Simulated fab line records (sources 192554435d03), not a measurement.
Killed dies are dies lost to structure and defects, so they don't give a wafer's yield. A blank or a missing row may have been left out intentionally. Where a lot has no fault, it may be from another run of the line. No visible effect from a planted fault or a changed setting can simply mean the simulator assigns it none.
fab line records	flow n5_finfet
[record] lots = 14	wafers = 42	last_day = 17
route steps=1938 shown START@1 WELL_APT@31 PASSIVATION@1936
lots that met no fault: from a run of the same line without faults
start_h: the number of hours between the record's first day and the start of the first shown wafer of the lot	wait_h: how many hours have passed since the lot's step before this one	" identical to the entry in the row above	L1.1+2: a row that stands for several wafers	- no value, or no start was given	* or withheld: withheld	< > ~ a bound
route shown NAME@n: NAME is a module with steps in the file, n the number in the route of the first one	usual: average and standard deviation across the fault-free wafers	same: alike in all rows	chamber/n: place in a boat	sites: readings site by site	_std_site: the values' standard deviation	_edge_site: outer sites' mean less inner sites'	radius_mm: how far each site lies from the wafer's centre	mask NAME#n: copy n	behind: tool/chamber where the wafer was last shaped	hold: what put the lot on hold/how long, in hours/how the hold closed	device: whichever transistor did not switch (one of n, p or np)	end of line: tests of these same wafers at the route's end	a step given without rows: its recipe and nothing more	killed: at the first sort, the dies lost to defects and structure; wafer yield is something else	map: the dies of a wafer, with x for killed, . for not killed, _ for no die there
set.NAME: the run value of the setting; set.NAME@STEP: its run value at that earlier step	model.NAME: the simulator's own value behind a step, which no gauge read
steps of the route over a sample of lots; a table a step, a row a wafer
services: from which hour (start_h, from the record's first day; less than 0 if before it) a tool's chamber was out of use, for how many hours, and why
[[steps]]
[step N5_START_INSPECT_01]
[recipe] inspect_instrument = unpatterned_scan	mode = incoming
[usual] raw_defect_count = 5.9/2.4
lot.wafer	tool	chamber	start_h	wait_h	raw_defect_count
L913.2	defect_inspect-02	-	12.03	-	4
L913.3	"	-	"	"	5
L913.6	"	-	"	"	7
L914.2	defect_inspect-01	-	18.03	-	7
L914.5	"	-	"	"	4
L914.6	"	-	"	"	4
L917.1	defect_inspect-02	-	36.03	-	4
L917.3	"	-	"	"	3
L917.5	"	-	"	"	5
L918.1	defect_inspect-02	-	42.03	-	5
L918.2	"	-	"	"	5
L918.4	"	-	"	"	10
L919.1	defect_inspect-01	-	48.03	-	8
L919.3	"	-	"	"	9
L919.4	"	-	"	"	9
L921.2	defect_inspect-01	-	60.03	-	4
L921.4	"	-	"	"	4
L921.6	"	-	"	"	6
L922.1	defect_inspect-02	-	66.03	-	6
L922.5	"	-	"	"	2
L922.6	"	-	"	"	9
L923.3	defect_inspect-01	-	72.03	-	5
L923.4	"	-	"	"	7
L923.5	"	-	"	"	5
L925.1	defect_inspect-02	-	84.03	-	10
L925.2	"	-	"	"	1
L925.5	"	-	"	"	6
L926.3	defect_inspect-02	-	90.04	-	4
L926.4	"	-	"	"	11
L926.6	"	-	"	"	8
L927.2	defect_inspect-02	-	96.04	-	4
L927.3	"	-	"	"	4
L927.5	"	-	"	"	1
L928.1	defect_inspect-01	-	102.03	-	6
L928.2	"	-	"	"	6
L928.4	"	-	"	"	6
L930.1	defect_inspect-02	-	114.03	-	3
L930.3	"	-	"	"	4
L930.4	"	-	"	"	6
L935.2	defect_inspect-01	-	144.03	-	6
L935.3	"	-	"	"	6
L935.4	"	-	"	"	6
[step N5_WELL_APT_DESCUM_13]
[recipe] chemistry = O2	time_s = 7.9	source_power_w = 50	bias_power_w = 20	pressure_mtorr = 20	rf_frequency_hz = 2.712e+07	temp_c = 40	o2_flow_sccm = 225
[usual] chamber_pressure_mTorr = 20.001/0.018	drypump_motor_current_A = 5.7/0.41	oes_product_au = 0.76/0.083	rf_vpp_V = 243.7/1.2	showerhead_plenum_p_Torr = 2.12/0.055	throttle_valve_pct = 20.52/0.24
lot.wafer	tool	chamber	start_h	wait_h	chamber_pressure_mTorr	drypump_motor_current_A	oes_product_au	rf_hours_counter_h	rf_vpp_V	showerhead_plenum_p_Torr	throttle_valve_pct
L913.2	rie_diel-03	0	13.92	0.0	20.019	5.9	0.71	219	244.2	2.16	20.81
L913.3	"	1	"	"	20.009	6.0	0.68	237	242.2	2.06	20.64
L913.6	"	2	"	"	19.968	5.3	0.69	-	243.2	2.15	20.71
L914.2	rie_diel-03	3	20.16	0.1	20.013	5.8	0.74	202	243.2	2.07	20.29
L914.5	"	2	"	"	20.013	5.3	0.69	-	243.5	2.15	20.73
L914.6	"	3	"	"	20.025	5.7	0.73	-	243.0	2.07	20.29
L917.1	rie_diel-06	1	38.06	0.0	20.018	6.0	0.68	242	241.3	1.99	20.61
L917.3	"	0	"	"	20.028	5.1	0.85	83	244.0	2.18	20.19
L917.5	"	2	"	"	20.011	5.5	0.71	-	244.8	2.16	20.62
L918.1	rie_diel-01	1	44.06	0.2	19.993	6.4	0.93	20	242.9	2.12	19.90
L918.2	"	3	"	"	20.041	5.5	0.74	178	241.4	2.09	20.55
L918.4	"	0	"	"	20.003	6.7	0.72	207	246.4	2.17	20.69
L919.1	rie_diel-06	1	49.91	0.0	20.002	6.0	0.68	246	241.4	1.99	20.60
L919.3	"	3	"	"	19.985	5.7	0.80	129	245.0	2.09	20.67
L919.4	"	2	"	"	19.999	5.5	0.70	201	243.0	2.16	20.64
L921.2	rie_diel-01	3	62.17	0.4	19.997	5.4	0.74	183	243.8	2.08	20.54
L921.4	"	2	"	"	20.014	5.3	0.73	196	242.0	2.06	20.53
L921.6	"	0	"	"	20.001	6.7	0.71	-	244.1	2.17	20.70
L922.1	rie_diel-03	2	68.16	0.0	20.034	5.3	0.69	247	243.3	2.14	20.75
L922.5	"	3	"	"	20.020	5.8	0.73	-	243.8	2.06	20.30
L922.6	"	0	"	"	19.987	5.9	0.70	-	244.6	2.15	20.83
L923.3	rie_diel-03	2	74.88	0.7	20.016	5.3	0.69	250	244.3	2.14	20.74
L923.4	"	2	"	"	20.014	5.3	0.69	-	244.2	2.14	20.75
L923.5	"	0	"	"	20.008	5.9	0.70	-	244.3	2.15	20.84
L925.1	rie_diel-03	3	85.74	0.0	20.006	5.7	0.71	225	241.8	2.06	20.32
L925.2	"	2	"	"	19.972	5.3	0.68	255	243.3	2.14	20.75
L925.5	"	1	"	"	20.038	6.0	0.97	-	242.3	2.05	20.34
L926.3	rie_diel-03	1	91.82	0.1	19.985	6.0	0.95	4	243.0	2.05	20.33
L926.4	"	0	"	"	19.967	5.9	0.69	-	243.4	2.15	20.86
L926.6	"	3	"	"	20.015	5.7	0.72	-	243.1	2.06	20.32
L927.2	rie_diel-06	0	97.81	0.0	20.025	5.1	0.82	107	246.2	2.17	20.23
L927.3	"	1	"	"	20.004	6.0	0.96	5	244.4	2.25	20.24
L927.5	"	1	"	"	20.003	6.1	0.96	-	244.8	2.25	20.25
L928.1	rie_diel-03	0	104.43	0.0	19.982	5.8	0.68	252	244.5	2.15	20.85
L928.2	"	3	"	"	20.007	5.8	0.71	234	243.5	2.06	20.33
L928.4	"	3	"	"	20.001	5.8	0.72	-	242.5	2.06	20.32
L930.1	rie_diel-01	1	115.79	0.0	19.974	6.4	0.90	45	242.7	2.12	19.93
L930.3	"	0	"	"	20.022	6.7	0.70	233	244.0	2.16	20.74
L930.4	"	3	"	"	20.012	5.5	0.72	201	243.3	2.08	20.57
L935.2	rie_diel-01	0	146.12	0.5	19.990	6.7	0.69	243	245.7	2.16	20.73
L935.3	"	2	"	"	20.013	5.3	0.70	225	242.9	2.06	20.57
L935.4	"	3	"	"	20.014	5.5	0.72	210	243.2	2.08	20.58
[step N5_WELL_APT_IMPLANT_15]
[recipe] species = As	energy_kev = 25	dose_cm2 = 1.5e+13	tilt_deg = 0	rotation_deg = 0
[usual] beam_energy_keV = 25.001/0.0071
lot.wafer	tool	chamber	start_h	wait_h	beam_energy_keV
L913.2	implanter-01	0	14.23	0.1	24.989
L913.3	"	0	"	"	24.990
L913.6	"	0	"	"	24.991
L914.2	implanter-02	0	20.46	0.1	25.005
L914.5	"	0	"	"	24.994
L914.6	"	0	"	"	24.995
L917.1	implanter-01	0	38.34	0.1	24.998
L917.3	"	0	"	"	24.997
L917.5	"	0	"	"	25.011
L918.1	implanter-02	0	44.34	0.1	25.002
L918.2	"	0	"	"	24.993
L918.4	"	0	"	"	24.995
L919.1	implanter-01	0	50.19	0.1	25.004
L919.3	"	0	"	"	25.011
L919.4	"	0	"	"	25.002
L921.2	implanter-01	0	62.48	0.1	25.002
L921.4	"	0	"	"	25.009
L921.6	"	0	"	"	24.994
L922.1	implanter-02	0	68.44	0.1	25.010
L922.5	"	0	"	"	25.009
L922.6	"	0	"	"	25.013
L923.3	implanter-01	0	75.23	0.1	25.005
L923.4	"	0	"	"	25.012
L923.5	"	0	"	"	25.006
L925.1	implanter-02	0	86.02	0.1	31.384
L925.2	"	0	"	"	31.391
L925.5	"	0	"	"	31.382
L926.3	implanter-02	0	92.16	0.1	31.388
L926.4	"	0	"	"	31.373
L926.6	"	0	"	"	31.395
L927.2	implanter-02	0	98.12	0.1	31.388
L927.3	"	0	"	"	31.370
L927.5	"	0	"	"	31.377
L928.1	implanter-02	0	104.71	0.1	31.385
L928.2	"	0	"	"	31.393
L928.4	"	0	"	"	31.388
L930.1	implanter-01	0	116.07	0.1	24.989
L930.3	"	0	"	"	25.000
L930.4	"	0	"	"	24.999
L935.2	implanter-01	0	146.43	0.1	25.012
L935.3	"	0	"	"	25.004
L935.4	"	0	"	"	25.006
[step N5_WELL_APT_EPI_41]
[recipe] material = Si	target_thk_a = 500	temp_c = 650	precursor = SiH4/H2	pressure_torr = 20	time_s = 297.7
[usual] chamber_pressure_Torr = 19.99/0.041	throttle_valve_pct = 11.01/0.27
lot.wafer	tool	chamber	start_h	wait_h	chamber_pressure_Torr	throttle_valve_pct
L913.2	epi_rpcvd-03	0	16.17	0.2	19.98	10.93
L913.3	"	0	"	"	19.95	11.17
L913.6	"	0	"	"	19.98	10.98
L914.2	epi_rpcvd-01	0	22.58	0.2	19.96	10.53
L914.5	"	0	"	"	19.94	10.82
L914.6	"	0	"	"	19.97	10.80
L917.1	epi_rpcvd-01	0	40.41	0.0	19.99	10.66
L917.3	"	0	"	"	20.04	10.99
L917.5	"	0	"	"	20.00	10.79
L918.1	epi_rpcvd-03	0	46.64	0.0	20.02	10.97
L918.2	"	0	"	"	20.04	11.03
L918.4	"	0	"	"	20.01	11.27
L919.1	epi_rpcvd-02	0	52.18	0.0	20.05	11.35
L919.3	"	0	"	"	20.02	11.35
L919.4	"	0	"	"	20.02	11.47
L921.2	epi_rpcvd-02	0	64.45	0.2	20.02	11.54
L921.4	"	0	"	"	19.95	11.11
L921.6	"	0	"	"	20.02	11.15
L922.1	epi_rpcvd-03	0	70.67	0.0	19.90	11.22
L922.5	"	0	"	"	19.90	11.11
L922.6	"	0	"	"	19.88	11.20
L923.3	epi_rpcvd-01	0	77.46	0.3	19.98	10.88
L923.4	"	0	"	"	19.94	10.68
L923.5	"	0	"	"	19.96	10.76
L925.1	epi_rpcvd-01	0	88.02	0.0	20.04	10.80
L925.2	"	0	"	"	20.03	10.51
L925.5	"	0	"	"	19.97	10.88
L926.3	epi_rpcvd-03	0	94.85	0.2	20.00	11.04
L926.4	"	0	"	"	19.99	11.09
L926.6	"	0	"	"	19.98	10.84
L927.2	epi_rpcvd-03	0	101.34	0.1	20.00	11.24
L927.3	"	0	"	"	20.00	11.34
L927.5	"	0	"	"	20.00	11.05
L928.1	epi_rpcvd-01	0	106.75	0.0	20.04	10.67
L928.2	"	0	"	"	20.08	10.72
L928.4	"	0	"	"	20.03	10.72
L930.1	epi_rpcvd-01	0	118.17	0.0	20.02	10.74
L930.3	"	0	"	"	20.02	10.97
L930.4	"	0	"	"	19.92	10.71
L935.2	epi_rpcvd-01	0	148.63	0.1	19.95	10.82
L935.3	"	0	"	"	19.98	10.72
L935.4	"	0	"	"	20.00	10.95
[step N5_PASSIVATION_PROBE_49]
[usual] defect_limited_yield = 91.6/1.6	killed_at_M0_to_M3 = 31/10	killed_at_M4_up = 14/6.3	killed_at_contacts = 12/6.1	killed_at_front_end = 39/12	killed_at_other = 3.7/2.8	killed_dies = 100/19	killed_open = 66/14	killed_short = 33/8.1	sort_bin_5_function = 5.0/1.1	sort_bin_6_memory = 3.2/0.66	sort_n_pass = 1080/18	sort_yield_pct = 91.6/1.6
[same] gross_dies = 1180	killed_at_back_side = 0	sort_bin_4_leakage[%] = 0	sort_bin_8_speed[%] = 0
lot.wafer	tool	chamber	start_h	wait_h	defect_limited_yield[%]	killed_at_M0_to_M3	killed_at_M4_up	killed_at_contacts	killed_at_front_end	killed_at_other	killed_dies	killed_open	killed_short	sort_bin_5_function[%]	sort_bin_6_memory[%]	sort_n_pass	sort_yield_pct[%]
L913.2	prober-01	-	270.60	0.1	88.9	39	26	12	49	5	131	94	37	6.9	4.0	1049	88.9
L913.3	prober-01	-	270.65	0.1	89.7	29	41	11	38	2	121	91	29	6.9	3.2	1059	89.7
L913.6	prober-01	-	270.80	0.3	90.3	51	24	10	25	4	114	78	35	5.3	3.7	1066	90.3
L917.1	prober-02	-	286.20	0.0	93.2	27	6	17	29	1	80	54	26	4.1	2.5	1100	93.2
L917.3	prober-02	-	286.30	0.1	93.6	14	9	22	30	1	76	55	20	3.7	2.5	1104	93.6
L917.5	prober-02	-	286.40	0.2	92.2	29	6	17	38	2	92	57	34	4.2	3.4	1088	92.2
L914.2	prober-01	-	286.84	0.1	91.9	30	19	11	26	9	95	64	30	5.2	2.7	1085	91.9
L914.5	prober-01	-	286.99	0.2	90.2	49	15	17	29	6	116	85	30	6.0	3.7	1064	90.2
L914.6	prober-01	-	287.04	0.3	90.8	43	19	11	30	5	108	69	37	5.3	3.4	1072	90.8
L918.1	prober-01	-	297.03	0.0	91.4	31	12	24	32	2	101	65	36	4.9	3.5	1079	91.4
L918.2	prober-01	-	297.08	0.1	93.2	22	6	22	28	2	80	51	27	3.6	2.9	1100	93.2
L918.4	prober-01	-	297.18	0.2	92.4	36	11	10	26	7	90	55	35	4.9	2.0	1090	92.4
L919.1	prober-02	-	304.53	0.0	91.4	38	17	2	39	6	102	71	30	5.0	3.2	1078	91.4
L919.3	prober-02	-	304.63	0.1	93.2	22	7	3	47	1	80	53	27	4.1	2.4	1100	93.2
L919.4	prober-02	-	304.68	0.2	91.2	38	10	20	34	2	104	65	38	5.3	3.4	1076	91.2
L922.1	prober-02	-	334.33	0.0	89.7	32	25	8	52	5	122	79	38	6.2	3.5	1058	89.7
L922.5	prober-02	-	334.53	0.2	91.6	21	18	8	50	2	99	69	30	4.7	3.6	1081	91.6
L922.6	prober-02	-	334.58	0.3	89.7	29	23	11	53	5	121	82	34	6.6	3.3	1059	89.7
// killed by level:class
L913.2 FIN_SAQP:geometric_particle:open=19 BEOL_M3:geometric_particle:open=13 BEOL_M4:geometric_particle:open=12 MOL_CONTACT_COAG:geometric_particle:open=10 BEOL_M1:geometric_particle:open=10 FIN_SAQP:geometric_particle:short=8 STI_FIN_REVEAL:geometric_particle:open=8 BEOL_M5:geometric_particle:open=7
L913.3 BEOL_M4:geometric_particle:open=23 FIN_SAQP:geometric_particle:open=10 MOL_CONTACT_COAG:geometric_particle:open=9 BEOL_M3:geometric_particle:open=9 STI_FIN_REVEAL:geometric_particle:open=8 BEOL_M4:geometric_particle:short=8 BEOL_M1:geometric_particle:open=6 BEOL_M0:geometric_particle:open=5
L913.6 BEOL_M3:geometric_particle:open=26 BEOL_M4:geometric_particle:open=15 FIN_SAQP:geometric_particle:short=10 MOL_CONTACT_COAG:geometric_particle:open=7 BEOL_M1:geometric_particle:open=7 BEOL_M0_SAQP:geometric_particle:short=6 FIN_SAQP:geometric_particle:open=5 BEOL_M4:geometric_particle:short=5
L917.1 MOL_CONTACT_COAG:geometric_particle:open=12 FIN_SAQP:geometric_particle:short=9 STI_FIN_REVEAL:geometric_particle:open=6 BEOL_M0:geometric_particle:open=6 FIN_SAQP:geometric_particle:open=5 MOL_CONTACT_COAG:geometric_particle:short=5 BEOL_M0_SAQP:geometric_particle:open=5 BEOL_M2:geometric_particle:open=5
L917.3 MOL_CONTACT_COAG:geometric_particle:open=17 STI_FIN_REVEAL:geometric_particle:open=9 BEOL_M4:geometric_particle:open=6 BEOL_M0_SAQP:geometric_particle:open=5 FIN_SAQP:geometric_particle:open=4 MOL_CONTACT_COAG:geometric_particle:short=4 BEOL_M0_SAQP:geometric_particle:short=4 FIN_SAQP:geometric_particle:short=3
L917.5 MOL_CONTACT_COAG:geometric_particle:open=15 BEOL_M0_SAQP:geometric_particle:open=9 BEOL_M0_SAQP:geometric_particle:short=9 STI_FIN_REVEAL:geometric_particle:open=8 FIN_SAQP:geometric_particle:open=5 BEOL_M3:geometric_particle:open=5 FIN_SAQP:geometric_particle:short=4 FIN_CUT:geometric_particle:short=4
L914.2 BEOL_M0_SAQP:geometric_particle:open=12 MOL_CONTACT_COAG:geometric_particle:open=10 BEOL_M0_SAQP:geometric_particle:short=8 BEOL_M5:geometric_particle:open=7 BEOL_M2:geometric_particle:open=5 GATE_CUT:geometric_particle:short=4 STARTING-WAFER:geometric_particle:short=4 MIM_TOP:geometric_particle:open=4
L914.5 BEOL_M0_SAQP:geometric_particle:open=20 MOL_CONTACT_COAG:geometric_particle:open=15 BEOL_M0_SAQP:geometric_particle:short=10 FIN_SAQP:geometric_particle:short=7 BEOL_M1:geometric_particle:open=7 BEOL_M4:geometric_particle:open=6 FIN_SAQP:geometric_particle:open=5 BEOL_M2:geometric_particle:open=5
L914.6 BEOL_M0_SAQP:geometric_particle:open=12 BEOL_M0_SAQP:geometric_particle:short=11 BEOL_M3:geometric_particle:open=9 MOL_CONTACT_COAG:geometric_particle:open=8 FIN_SAQP:geometric_particle:open=5 BEOL_M1:geometric_particle:open=5 BEOL_M4:geometric_particle:open=5 DUMMY_GATE:geometric_particle:open=4
L918.1 MOL_CONTACT_COAG:geometric_particle:open=20 FIN_SAQP:geometric_particle:short=8 BEOL_M0_SAQP:geometric_particle:short=7 BEOL_M3:geometric_particle:open=7 FIN_SAQP:geometric_particle:open=5 GATE_CUT:geometric_particle:short=5 BEOL_M0_SAQP:geometric_particle:open=5 BEOL_M4:geometric_particle:open=5
L918.2 MOL_CONTACT_COAG:geometric_particle:open=17 FIN_SAQP:geometric_particle:open=8 FIN_SAQP:geometric_particle:short=7 MOL_CONTACT_COAG:geometric_particle:short=5 BEOL_M3:geometric_particle:open=5 GATE_CUT:geometric_particle:short=4 BEOL_M0_SAQP:geometric_particle:short=4 BEOL_M0:geometric_particle:open=4
L918.4 MOL_CONTACT_COAG:geometric_particle:open=10 BEOL_M0_SAQP:geometric_particle:short=9 STI_FIN_REVEAL:geometric_particle:open=5 BEOL_M0_SAQP:geometric_particle:open=5 BEOL_M0:geometric_particle:short=5 FIN_SAQP:geometric_particle:open=4 BEOL_M3:geometric_particle:open=4 BEOL_M4:geometric_particle:open=4
L919.1 FIN_SAQP:geometric_particle:open=13 BEOL_M1:geometric_particle:open=11 BEOL_M0_SAQP:geometric_particle:short=8 BEOL_M0_SAQP:geometric_particle:open=8 FIN_SAQP:geometric_particle:short=7 STI_FIN_REVEAL:geometric_particle:open=6 BEOL_M3:geometric_particle:open=5 BEOL_M5:geometric_particle:open=5
L919.3 FIN_SAQP:geometric_particle:open=19 FIN_SAQP:geometric_particle:short=8 BEOL_M0_SAQP:geometric_particle:open=8 DUMMY_GATE:geometric_particle:open=5 BEOL_M4:geometric_particle:open=5 GATE_CUT:geometric_particle:short=4 BEOL_M0_SAQP:geometric_particle:short=4 BEOL_M3:geometric_particle:open=3
L919.4 MOL_CONTACT_COAG:geometric_particle:open=16 BEOL_M1:geometric_particle:open=12 BEOL_M0_SAQP:geometric_particle:open=9 FIN_SAQP:geometric_particle:short=8 BEOL_M0_SAQP:geometric_particle:short=7 BEOL_M5:geometric_particle:open=5 FIN_SAQP:geometric_particle:open=4 STI_FIN_REVEAL:geometric_particle:open=4
L922.1 FIN_SAQP:geometric_particle:open=20 BEOL_M4:geometric_particle:open=11 BEOL_M0_SAQP:geometric_particle:open=10 MOL_CONTACT_COAG:geometric_particle:open=7 STARTING-WAFER:geometric_particle:short=7 BEOL_M0_SAQP:geometric_particle:short=6 FIN_SAQP:geometric_particle:short=5 BEOL_M3:geometric_particle:open=5
L922.5 STI_FIN_REVEAL:geometric_particle:open=16 BEOL_M4:geometric_particle:open=12 BEOL_M2:geometric_particle:open=10 FIN_SAQP:geometric_particle:open=9 MOL_CONTACT_COAG:geometric_particle:open=7 STI_FIN_REVEAL:geometric_particle:short=4 GATE_CUT:geometric_particle:short=4 BEOL_M2:geometric_particle:short=4
L922.6 FIN_SAQP:geometric_particle:open=17 MOL_CONTACT_COAG:geometric_particle:open=10 BEOL_M4:geometric_particle:open=9 FIN_SAQP:geometric_particle:short=7 DUMMY_GATE:geometric_particle:open=7 BEOL_M0_SAQP:geometric_particle:short=5 BEOL_M2:geometric_particle:open=5 BEOL_M3:geometric_particle:open=5
[[services]]
tool	chamber	start_h	hours	kind
rie_diel-03	3	-8.67	5.7	repair
rie_diel-06	3	4.61	5.3	repair
rie_diel-03	1	18.59	3.5	repair
rie_diel-03	0	41.90	2.2	repair
implanter-01	-	46.56	2.9	repair
epi_rpcvd-01	-	48.47	8.1	pm
rie_diel-03	1	57.16	-	clean
rie_diel-03	1	57.16	-	consumable_replace:focus_ring
rie_diel-03	1	57.16	23.2	scheduled_down
rie_diel-03	1	57.16	23.2	vent_cycle
rie_diel-06	2	78.60	4.3	repair
rie_diel-01	3	80.46	4.2	repair
rie_diel-03	2	91.31	7.1	repair
rie_diel-03	2	98.71	-	clean
rie_diel-03	2	98.71	-	consumable_replace:focus_ring
rie_diel-03	2	98.71	21.3	scheduled_down
rie_diel-03	2	98.71	21.3	vent_cycle
rie_diel-03	-	111.30	2.4	repair
rie_diel-03	0	120.24	-	clean
rie_diel-03	0	120.24	-	consumable_replace:focus_ring
implanter-01	-	121.42	4.0	repair
rie_diel-06	1	132.23	6.0	repair
rie_diel-06	0	133.63	5.5	repair
rie_diel-06	-	139.31	0.5	repair
[[key]]
[first_sign] step = N5_WELL_APT_IMPLANT_15	reading = beam_energy_keV	direction = up	sigmas = 99+	usual = 25.001	struck = 31.385
effect none on later readings
met_at N5_WELL_APT_IMPLANT_15
struck_lots L925,L926,L927,L928
rows_end L925.1,L925.2,L925.5,L926.3,L926.4,L926.6,L927.2,L927.3,L927.5,L928.1,L928.2,L928.4
not_acting_at N5_START_INSPECT_01,N5_WELL_APT_DESCUM_13,N5_WELL_APT_EPI_41
onset_between 68.44 86.02
[fault] kind = process_parameter_drift	tool = implanter-02	chamber = -	onset_h = 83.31	steps = N5_WELL_APT_IMPLANT_15	channel = energy_kev	offset = 6.3865	shape = step	acts_in = these_recipes_only	stated = 25
// rows_end: these wafers met a further fault down the route, and their rows from its step on are left out
